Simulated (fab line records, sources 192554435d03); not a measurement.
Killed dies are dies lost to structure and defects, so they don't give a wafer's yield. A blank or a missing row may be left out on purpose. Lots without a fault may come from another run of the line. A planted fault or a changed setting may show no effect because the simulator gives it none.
Chamber matching | flow n5_finfet | N5_BEOL_M8_CMP_52 on cmp-01: 4 sister chambers
The step polishes, stops on SiCOH lowk, t overpolish 6.9 s, target thk 80 nm. 8 wafers are shown with their chamber, then 10 later ones without.

WAFERS WITH THEIR CHAMBER
wafer  | chamber | motor_current_A (A) | slurry_flow_ml_min
L083.6 | 1       | 5.2                 | 150.0
L087.5 | 1       | 5.3                 | 150.3
L087.6 | 0       | 5.7                 | 150.2
L089.1 | 3       | 5.7                 | 150.7
L089.3 | 0       | 5.8                 | 149.9
L089.4 | 2       | 5.9                 | 150.3
L088.1 | 2       | 5.6                 | 150.1
L088.4 | 3       | 5.9                 | 149.9

WAFERS WITHOUT THEIR CHAMBER
wafer  | motor_current_A (A) | slurry_flow_ml_min
L088.5 | 6.1                 | 151.2
L092.2 | 5.9                 | 150.6
L092.4 | 5.9                 | 150.0
L092.6 | 6.1                 | 149.3
L094.1 | 5.1                 | 150.1
L094.2 | 5.9                 | 149.4
L094.6 | 5.6                 | 148.9
L096.1 | 5.2                 | 150.0
L096.4 | 5.8                 | 150.3
L096.6 | 5.3                 | 150.0

WHICH CHAMBER EACH WENT THROUGH
wafer  | from the rows above               | in truth
L088.5 | can't be placed: 3 or 2 or 0      | 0
L092.2 | can't be placed: 3 or 2 or 0      | 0
L092.4 | can't be placed: 0 or 3 or 2      | 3
L092.6 | can't be placed: 0 or 2 or 3      | 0
L094.1 | 1                                 | 1
L094.2 | can't be placed: 0 or 2 or 3      | 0
L094.6 | can't be placed: 0 or 2 or 3 or 1 | 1
L096.1 | 1                                 | 1
L096.4 | can't be placed: 3 or 2 or 0      | 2
L096.6 | 1                                 | 1
Placed correctly: 3 of 10. Can't be placed from these rows: 7 (the true chamber is among the candidates in 7). Placed wrongly: 0.
How it was worked out, from the rows above alone: a wafer's distance from a chamber is the root of the sum, over the readings, of the square of ((its reading less the chamber's mean) divided by the reading's scatter). The wafer belongs to the nearest chamber; if the next one is less than 2 further off, it can't be placed. A chamber's mean is the mean of its shown wafers. The scatter: the root of (the sum of the squares of (reading less its chamber's mean) over the shown wafers, divided by (wafers less chambers)).
